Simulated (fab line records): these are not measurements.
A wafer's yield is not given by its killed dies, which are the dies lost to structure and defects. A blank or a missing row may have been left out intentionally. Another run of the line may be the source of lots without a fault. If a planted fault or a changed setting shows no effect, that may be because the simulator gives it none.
The tool behind it: which one? + flow nandHarc + 24 lots, 72 wafers sampled, at 6 steps of a route of 1159

WHAT EACH GAUGE READ, for each wafer
NHARC_A_CONTACT_CD_MEAS_15.
| lot  | measured     | on       | cdNm (nm)      |
|------|--------------|----------|----------------|
| L074 | day 17 11:48 | cdSem-02 | 90.8 90.7 90.3 |
| L077 | day 17 15:33 | cdSem-03 | 90.5 90.3 89.8 |
| L075 | day 17 16:41 | cdSem-01 | 90.7 90.2 91.0 |
| L076 | day 17 23:08 | cdSem-01 | 90.9 90.6 90.6 |
| L078 | day 18 02:28 | cdSem-03 | 90.4 89.9 89.4 |
| L079 | day 18 15:38 | cdSem-01 | 89.7 89.8 89.0 |
| L081 | day 18 18:38 | cdSem-03 | 90.0 90.3 89.7 |
| L082 | day 18 21:16 | cdSem-03 | 90.7 90.1 90.4 |
| L080 | day 18 23:35 | cdSem-02 | 89.6 89.6 89.5 |
| L084 | day 19 11:20 | cdSem-02 | 90.0 90.1 89.3 |
| L083 | day 19 12:11 | cdSem-02 | 89.8 89.7 90.2 |
| L086 | day 20 02:50 | cdSem-01 | 90.3 90.5 90.3 |
| L085 | day 20 04:20 | cdSem-03 | 89.6 89.5 89.8 |
| L088 | day 20 05:36 | cdSem-03 | 89.6 90.1 90.3 |
| L087 | day 20 10:13 | cdSem-02 | 89.5 89.8 89.8 |
| L089 | day 20 18:05 | cdSem-02 | 90.2 90.4 90.7 |
| L094 | day 21 10:26 | cdSem-03 | 90.2 90.4 89.8 |
| L090 | day 21 13:30 | cdSem-03 | 90.3 91.0 90.0 |
| L095 | day 21 14:34 | cdSem-02 | 89.4 90.1 89.3 |
| L092 | day 21 17:49 | cdSem-01 | 90.6 90.7 90.6 |
| L091 | day 21 23:14 | cdSem-03 | 89.8 89.4 90.0 |
| L093 | day 22 01:08 | cdSem-03 | 90.6 90.7 90.8 |
| L096 | day 22 02:48 | cdSem-03 | 90.2 89.9 90.7 |
| L097 | day 23 14:51 | cdSem-03 | 90.4 89.4 90.5 |

NHARC_A_BLC_CD_MEAS_19.
| lot  | measured     | on       | cdNm (nm)         |
|------|--------------|----------|-------------------|
| L074 | day 18 00:41 | cdSem-02 | 102.8 101.6 101.3 |
| L077 | day 18 01:22 | cdSem-01 | 97.7 99.2 100.6   |
| L075 | day 18 02:16 | cdSem-03 | 98.9 99.0 97.3    |
| L076 | day 18 08:46 | cdSem-03 | 98.9 99.9 98.2    |
| L078 | day 18 09:58 | cdSem-02 | 95.2 98.0 98.0    |
| L079 | day 18 20:52 | cdSem-02 | 100.8 101.9 99.9  |
| L081 | day 18 22:52 | cdSem-01 | 100.1 103.9 101.6 |
| L082 | day 19 05:26 | cdSem-01 | 100.7 97.8 100.6  |
| L080 | day 19 06:37 | cdSem-02 | 98.3 97.6 98.1    |
| L084 | day 19 15:58 | cdSem-03 | 98.4 100.9 98.6   |
| L083 | day 19 17:05 | cdSem-03 | 97.3 99.3 97.8    |
| L086 | day 20 07:16 | cdSem-02 | 99.1 101.0 101.0  |
| L085 | day 20 12:26 | cdSem-01 | 100.3 100.2 101.4 |
| L088 | day 20 13:06 | cdSem-03 | 100.1 97.8 101.0  |
| L087 | day 20 14:21 | cdSem-03 | 101.6 101.3 100.1 |
| L089 | day 21 05:32 | cdSem-03 | 98.4 101.4 97.5   |
| L094 | day 21 14:55 | cdSem-01 | 99.0 97.6 101.6   |
| L090 | day 21 18:07 | cdSem-01 | 100.2 100.1 99.7  |
| L095 | day 21 18:47 | cdSem-03 | 103.3 100.0 101.0 |
| L092 | day 21 22:08 | cdSem-01 | 98.0 99.5 98.9    |
| L091 | day 22 06:29 | cdSem-02 | 103.3 102.1 102.3 |
| L093 | day 22 07:40 | cdSem-02 | 100.1 101.7 102.9 |
| L096 | day 22 07:44 | cdSem-03 | 98.7 99.1 100.7   |
| L097 | day 23 21:55 | cdSem-03 | 97.4 101.2 101.4  |

NHARC_A_BLC_INSPECT_28.
| lot  | measured     | on               | rawDefectCount |
|------|--------------|------------------|----------------|
| L074 | day 18 07:28 | defectInspect-02 | 466 411 343    |
| L077 | day 18 07:38 | defectInspect-01 | 349 333 281    |
| L075 | day 18 07:55 | defectInspect-01 | 396 289 642    |
| L076 | day 18 13:18 | defectInspect-01 | 481 280 271    |
| L078 | day 18 13:35 | defectInspect-01 | 436 460 426    |
| L079 | day 19 03:07 | defectInspect-01 | 629 313 372    |
| L081 | day 19 04:17 | defectInspect-02 | 489 348 506    |
| L082 | day 19 08:34 | defectInspect-01 | 412 318 290    |
| L080 | day 19 08:59 | defectInspect-02 | 267 312 389    |
| L084 | day 19 19:58 | defectInspect-01 | 603 540 678    |
| L083 | day 19 22:16 | defectInspect-02 | 889 476 558    |
| L086 | day 20 11:06 | defectInspect-02 | 491 462 362    |
| L085 | day 20 17:05 | defectInspect-01 | 451 473 443    |
| L088 | day 20 17:28 | defectInspect-02 | 391 513 584    |
| L087 | day 21 02:41 | defectInspect-02 | 382 290 418    |
| L089 | day 21 11:45 | defectInspect-01 | 362 373 447    |
| L094 | day 21 16:55 | defectInspect-02 | 356 410 362    |
| L090 | day 21 20:08 | defectInspect-01 | 617 687 569    |
| L095 | day 21 20:50 | defectInspect-01 | 275 271 444    |
| L092 | day 22 04:20 | defectInspect-01 | 425 313 419    |
| L091 | day 22 11:10 | defectInspect-01 | 436 630 444    |
| L093 | day 22 15:54 | defectInspect-02 | 467 305 394    |
| L096 | day 22 16:20 | defectInspect-02 | 400 368 317    |
| L097 | day 24 03:13 | defectInspect-02 | 595 361 462    |

NHARC_A_M0_OVL_MEAS_10: pitch 160 nm.
| lot  | measured     | on         | overlayXNm (nm) | overlayYNm (nm) |
|------|--------------|------------|-----------------|-----------------|
| L074 | day 18 08:28 | overlay-01 | 0.1 0.4 0.3     | -0.4 -0.8 -0.3  |
| L077 | day 18 08:37 | overlay-02 | -0.8 -0.1 -0.5  | -0.2 -0.8 -0.2  |
| L075 | day 18 08:55 | overlay-01 | -0.1 -0.5 -0.3  | -1.3 -1.0 -1.4  |
| L076 | day 18 14:10 | overlay-01 | 0.0 -0.2 -0.3   | 0.8 1.1 0.8     |
| L078 | day 18 14:35 | overlay-02 | 0.7 0.6 1.3     | -1.1 -1.0 -1.3  |
| L079 | day 19 03:59 | overlay-02 | -0.3 -0.5 0.2   | 0.0 -0.8 -0.4   |
| L081 | day 19 05:35 | overlay-01 | -0.7 -0.7 -1.1  | -0.6 -0.9 -0.7  |
| L082 | day 19 09:33 | overlay-02 | 0.2 0.3 0.3     | -0.8 -0.2 -0.1  |
| L080 | day 19 09:58 | overlay-02 | -0.8 -1.1 -0.8  | 0.0 0.6 0.4     |
| L084 | day 19 20:58 | overlay-01 | -0.8 -0.8 -0.6  | 1.7 1.5 1.4     |
| L083 | day 19 23:25 | overlay-01 | 0.1 0.2 -0.1    | -0.7 -0.9 -0.8  |
| L086 | day 20 11:58 | overlay-02 | 0.3 0.5 0.6     | 0.5 0.9 1.0     |
| L085 | day 20 18:04 | overlay-01 | -0.2 -0.2 -1.1  | 0.9 0.0 0.4     |
| L088 | day 20 18:28 | overlay-01 | 0.8 0.5 0.1     | 0.1 0.1 -0.1    |
| L087 | day 21 03:33 | overlay-02 | 1.7 1.5 1.8     | 0.7 0.7 0.7     |
| L089 | day 21 12:46 | overlay-02 | -0.3 -0.2 -0.2  | 1.3 1.1 1.1     |
| L094 | day 21 17:54 | overlay-01 | -0.3 -0.3 -0.7  | 1.5 1.4 1.5     |
| L090 | day 21 21:07 | overlay-02 | 0.7 0.4 0.7     | 0.2 0.0 -0.3    |
| L095 | day 21 21:42 | overlay-02 | 0.9 0.6 0.1     | 0.4 -0.1 0.2    |
| L092 | day 22 05:20 | overlay-01 | -1.2 -1.1 -0.9  | -0.8 -0.8 -0.1  |
| L091 | day 22 12:10 | overlay-02 | 1.3 0.8 0.9     | -0.2 -0.5 0.2   |
| L093 | day 22 16:46 | overlay-01 | -0.2 -0.2 -0.4  | -1.1 -0.8 -1.0  |
| L096 | day 22 17:19 | overlay-02 | -1.3 -0.4 -0.8  | -1.5 -1.4 -1.5  |
| L097 | day 24 04:13 | overlay-01 | 0.8 1.0 1.3     | -0.9 0.0 -0.3   |

TOOL THAT RAN EACH LOT (tool first, then ch and the chambers of the sampled wafers, then the start)
| lot  | NHARC_A_CONTACT_ETCH_106          | NHARC_A_BLC_CVD_24                      |
|------|-----------------------------------|-----------------------------------------|
| L074 | rieDiel-01 ch 0,1,2, day 17 06:23 | cvdW-01 ch 0,1, day 18 07:28 or earlier |
| L077 | rieDiel-02 ch 1,2, day 17 07:17   | cvdW-02 ch 0,1, day 18 07:38 or earlier |
| L075 | rieDiel-02 ch 1,2,3, day 17 11:23 | cvdW-01 ch 0,1, day 18 07:55 or earlier |
| L076 | rieDiel-12 ch 1,2,3, day 17 17:54 | cvdW-01 ch 0,1, day 18 13:18 or earlier |
| L078 | rieDiel-12 ch 1,2,3, day 17 20:11 | cvdW-02 ch 0,1, day 18 13:35 or earlier |
| L079 | rieDiel-01 ch 1,3, day 18 09:51   | cvdW-02 ch 1, day 19 03:07 or earlier   |
| L081 | rieDiel-02 ch 0,1,3, day 18 12:44 | cvdW-02 ch 0, day 19 04:17 or earlier   |
| L082 | rieDiel-01 ch 0,1,2, day 18 15:10 | cvdW-01 ch 0,1, day 19 08:34 or earlier |
| L080 | rieDiel-02 ch 0,1, day 18 17:53   | cvdW-01 ch 0,1, day 19 08:59 or earlier |
| L084 | rieDiel-02 ch 0,1,2, day 19 04:08 | cvdW-02 ch 0,1, day 19 19:58 or earlier |
| L083 | rieDiel-12 ch 0,1, day 19 04:59   | cvdW-01 ch 0,1, day 19 22:16 or earlier |
| L086 | rieDiel-12 ch 0,2,3, day 19 18:52 | cvdW-01 ch 0,1, day 20 11:06 or earlier |
| L085 | rieDiel-02 ch 1,2, day 19 19:39   | cvdW-02 ch 0,1, day 20 17:05 or earlier |
| L088 | rieDiel-02 ch 0,1,2, day 19 23:04 | cvdW-01 ch 0,1, day 20 17:28 or earlier |
| L087 | rieDiel-12 ch 0,1,3, day 20 04:34 | cvdW-02 ch 0,1, day 21 02:41 or earlier |
| L089 | rieDiel-02 ch 0,2,3, day 20 10:36 | cvdW-01 ch 0,1, day 21 11:45 or earlier |
| L094 | rieDiel-02 ch 0,2,3, day 21 02:08 | cvdW-01 ch 0,1, day 21 16:55 or earlier |
| L090 | rieDiel-12 ch 1,2,3, day 21 04:29 | cvdW-02 ch 0,1, day 21 20:08 or earlier |
| L095 | rieDiel-02 ch 0,1,2, day 21 08:16 | cvdW-02 ch 0,1, day 21 20:50 or earlier |
| L092 | rieDiel-12 ch 0,3, day 21 10:05   | cvdW-01 ch 0,1, day 22 04:20 or earlier |
| L091 | rieDiel-02 ch 2,3, day 21 16:05   | cvdW-01 ch 0,1, day 22 11:10 or earlier |
| L093 | rieDiel-02 ch 0,3, day 21 17:03   | cvdW-01 ch 0,1, day 22 15:54 or earlier |
| L096 | rieDiel-12 ch 1,2,3, day 21 21:35 | cvdW-01 ch 0,1, day 22 16:20 or earlier |
| L097 | rieDiel-01 ch 1,3, day 23 07:34   | cvdW-02 ch 1, day 24 03:13 or earlier   |
- NHARC_A_CONTACT_ETCH_106: etches the open film in CF4/O2, target depth 60 nm, overetch 6 nm, time 33 s.
- NHARC_A_BLC_CVD_24: deposits W, target thk 150 nm, time 434 s.

AS READ BY THE TOOLS THEMSELVES (means over the sampled wafers that have a number; for cases with no such wafer, the mark the record gives instead)
NHARC_A_CONTACT_ETCH_106.
| lot  | tool       | drypumpMotorCurrentA (A) | oesProductAu (a.u.) | rfVppV (V) | showerheadPlenumPTorr (Torr) | throttleValvePct (%) |
|------|------------|--------------------------|---------------------|------------|------------------------------|----------------------|
| L074 | rieDiel-01 | 5.84                     | 0.998               | 197.2      | 1.29                         | 13.397               |
| L077 | rieDiel-02 | 6.09                     | 1.011               | 198.7      | 1.33                         | 13.405               |
| L075 | rieDiel-02 | 6.09                     | 1.008               | 197.0      | 1.33                         | 13.391               |
| L076 | rieDiel-12 | 5.84                     | 1.004               | 197.8      | 1.32                         | 13.394               |
| L078 | rieDiel-12 | 5.86                     | 0.999               | 196.7      | 1.32                         | 13.404               |
| L079 | rieDiel-01 | 5.75                     | 1.007               | 198.7      | 1.41                         | 13.400               |
| L081 | rieDiel-02 | 6.08                     | 0.997               | 197.6      | 1.33                         | 13.404               |
| L082 | rieDiel-01 | 5.84                     | 0.998               | 195.6      | 1.29                         | 13.414               |
| L080 | rieDiel-02 | 6.14                     | 0.997               | 197.9      | 1.37                         | 13.394               |
| L084 | rieDiel-02 | 6.09                     | 1.010               | 197.6      | 1.33                         | 13.401               |
| L083 | rieDiel-12 | 5.91                     | 0.986               | 196.7      | 1.28                         | 13.400               |
| L086 | rieDiel-12 | 5.96                     | 1.004               | 198.0      | 1.34                         | 13.393               |
| L085 | rieDiel-02 | 6.11                     | 1.006               | 197.8      | 1.33                         | 13.400               |
| L088 | rieDiel-02 | 6.09                     | 1.004               | 197.9      | 1.33                         | 13.397               |
| L087 | rieDiel-12 | 6.02                     | 1.000               | 197.2      | 1.32                         | 13.401               |
| L089 | rieDiel-02 | 6.02                     | 0.995               | 197.3      | 1.29                         | 13.399               |
| L094 | rieDiel-02 | 5.99                     | 0.994               | 197.1      | 1.29                         | 13.404               |
| L090 | rieDiel-12 | 5.85                     | 0.989               | 196.8      | 1.31                         | 13.406               |
| L095 | rieDiel-02 | 6.09                     | 1.005               | 198.4      | 1.33                         | 13.394               |
| L092 | rieDiel-12 | 6.15                     | 0.997               | 198.1      | 1.34                         | 13.397               |
| L091 | rieDiel-02 | 6.02                     | 0.993               | 196.6      | 1.28                         | 13.403               |
| L093 | rieDiel-02 | 6.00                     | 0.996               | 196.4      | 1.29                         | 13.409               |
| L096 | rieDiel-12 | 5.86                     | 1.002               | 196.6      | 1.31                         | 13.393               |
| L097 | rieDiel-01 | 5.76                     | 0.999               | 199.3      | 1.40                         | 13.399               |

NHARC_A_BLC_CVD_24.
| lot  | tool    | heaterPowerW (W) | throttleValvePct (%) |
|------|---------|------------------|----------------------|
| L074 | cvdW-01 | 447              | 7.6                  |
| L077 | cvdW-02 | 470              | 7.6                  |
| L075 | cvdW-01 | 455              | 7.7                  |
| L076 | cvdW-01 | 443              | 7.6                  |
| L078 | cvdW-02 | 462              | 7.8                  |
| L079 | cvdW-02 | 427              | 8.1                  |
| L081 | cvdW-02 | 486              | 7.5                  |
| L082 | cvdW-01 | 454              | 7.6                  |
| L080 | cvdW-01 | 448              | 7.8                  |
| L084 | cvdW-02 | 468              | 7.8                  |
| L083 | cvdW-01 | 450              | 7.8                  |
| L086 | cvdW-01 | 446              | 7.7                  |
| L085 | cvdW-02 | 443              | 8.1                  |
| L088 | cvdW-01 | 447              | 7.5                  |
| L087 | cvdW-02 | 445              | 8.1                  |
| L089 | cvdW-01 | 462              | 7.6                  |
| L094 | cvdW-01 | 469              | 7.6                  |
| L090 | cvdW-02 | 450              | 7.9                  |
| L095 | cvdW-02 | 447              | 8.1                  |
| L092 | cvdW-01 | 467              | 7.5                  |
| L091 | cvdW-01 | 473              | 7.5                  |
| L093 | cvdW-01 | 463              | 7.6                  |
| L096 | cvdW-01 | 464              | 7.4                  |
| L097 | cvdW-02 | 430              | 8.3                  |

THE ANSWER, worked out from the rows above alone
Rule: what is usual is taken from the lots themselves. Put in order of their means at a reading, lots are off if they are a third of the lots or fewer, leave a main group of 4 or more, and stand apart from it by a gap of 3 or more times the standard deviation of the main group's means; of several such gaps the widest counts. A main group is skipped when, at the precision printed for the reading in the tables above, its means are all equal. Also off: a lot with no number at a reading for which 4 or more lots have one. Any other lot the step has rows for is counted as sound. Order of review: gauges by route order, followed by the tools' own readings, for which a lot's mean as printed above is used. The first step at which some lot is off is used, and at that step the reading that is off furthest; a lot without a number counts as furthest.
No lot is off at any reading shown: from this, nothing can be told.

WHAT HAD BEEN PUT IN BY THE SIMULATOR
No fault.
